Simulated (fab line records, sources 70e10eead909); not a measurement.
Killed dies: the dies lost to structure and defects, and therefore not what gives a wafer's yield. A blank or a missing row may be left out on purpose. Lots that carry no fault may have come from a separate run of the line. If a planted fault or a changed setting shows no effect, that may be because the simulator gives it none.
Chamber matching	flow nand-harc	rie-diel-11 running NHARC_A_STAIRCASE_ETCH_444: 4 sister chambers
The step etches the open film in C4F8/O2, target depth 10200 nm, time 3400 s. 22 wafers are shown with their chamber, then 10 later ones without.

== WAFERS, EACH WITH ITS CHAMBER ==
wafer	chamber	rf-vpp-V (V)	oes-product-au (a.u.)
L074.1	1	802	0.926
L074.3	0	799	0.929
L074.5	1	800	0.934
L074.2	2	810	0.933
L074.4	3	813	0.934
L074.6	2	813	0.920
L075.1	2	812	0.926
L075.2	1	800	0.929
L075.3	0	799	0.923
L075.4	3	815	0.916
L075.5	1	800	0.920
L075.6	0	800	0.928
L080.1	1	801	0.935
L080.5	0	798	0.938
L080.6	1	800	0.942
L090.2	2	811	0.958
L090.3	0	816	0.980
L094.1	1	801	0.916
L094.3	0	815	0.911
L094.5	1	799	0.921
L092.1	1	800	0.927
L092.2	0	815	0.928

SIGNATURES (averages over the wafers above)
reading	chamber 0	chamber 1	chamber 2	chamber 3	scatter within a chamber
rf-vpp-V	806.00	800.33	811.50	814.00	5.13
oes-product-au	0.93386	0.92778	0.93425	0.92500	0.0157
Rule: distance of a wafer from a chamber = root of the sum over the readings of ((wafer's reading minus chamber's mean) / reading's scatter) squared. The wafer belongs to the nearest chamber; if the next one is less than 2 further off, it can't be placed. The scatter is the square root of a quotient: the sum, over the shown wafers, of each reading's squared deviation from its chamber's mean, divided by wafers minus chambers.

== WAFERS WHOSE CHAMBER IS MISSING ==
wafer	rf-vpp-V (V)	oes-product-au (a.u.)
L092.6	801	0.932
L096.1	811	0.928
L096.3	814	0.939
L096.4	813	0.918
L096.2	800	0.922
L096.5	801	0.923
L096.6	815	0.923
L095.2	800	0.928
L095.3	814	0.938
L095.4	812	0.928

== WHICH CHAMBER EACH WENT THROUGH ==
wafer	from the rows above	in truth
L092.6	can't be placed: 1 or 0 or 2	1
L096.1	can't be placed: 2 or 3 or 0 or 1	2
L096.3	can't be placed: 2 or 3 or 0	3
L096.4	can't be placed: 3 or 2 or 0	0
L096.2	can't be placed: 1 or 0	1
L096.5	can't be placed: 1 or 0 or 2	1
L096.6	can't be placed: 3 or 2 or 0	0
L095.2	can't be placed: 1 or 0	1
L095.3	can't be placed: 2 or 3 or 0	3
L095.4	can't be placed: 2 or 3 or 0 or 1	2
0 of 10 placed correctly. From these rows, 10 cannot be placed; in 10 the true chamber is one of the candidates. Number placed wrongly: 0.
